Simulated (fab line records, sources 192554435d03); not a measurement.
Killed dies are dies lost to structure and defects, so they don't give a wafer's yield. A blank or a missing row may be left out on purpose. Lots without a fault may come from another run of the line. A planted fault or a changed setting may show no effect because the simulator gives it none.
Chamber matching | flow n5_finfet | N5_FIN_SAQP_ALD_61 on ald_sin-02: 4 sister chambers
The step deposits SiO2, target thk 4 nm, pulse time 1 s, purge time 2 s. 4 wafers are shown with their chamber, then 7 later ones without.

WAFERS WITH THEIR CHAMBER
wafer  | chamber | heater_power_w (W)
L085.5 | 1       | 546
L087.4 | 3       | 490
L088.1 | 2       | 555
L088.3 | 0       | 432

WAFERS WITHOUT THEIR CHAMBER
wafer  | heater_power_w (W)
L088.4 | 558
L093.1 | 537
L093.2 | 560
L093.6 | 568
L096.1 | 565
L096.2 | 497
L096.6 | 426

WHICH CHAMBER EACH WENT THROUGH
wafer  | from the rows above     | in truth
L088.4 | can't be placed: 2 or 1 | 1
L093.1 | can't be placed: 1 or 2 | 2
L093.2 | can't be placed: 2 or 1 | 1
L093.6 | can't be placed: 2 or 1 | 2
L096.1 | can't be placed: 2 or 1 | 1
L096.2 | 3                       | 3
L096.6 | 0                       | 0
Placed correctly: 2 of 7. Can't be placed from these rows: 5 (the true chamber is among the candidates in 5). Placed wrongly: 0.
How it was worked out, from the rows above alone: a wafer's distance from a chamber is the root of the sum, over the readings, of the square of ((its reading less the chamber's mean) divided by the reading's scatter). The wafer belongs to the nearest chamber; if the next one is less than 2 further off, it can't be placed. A chamber's mean is the mean of its shown wafers. The scatter: with one shown wafer a chamber, the root of the mean of the squares of how far each hidden wafer lies from its nearest shown one.
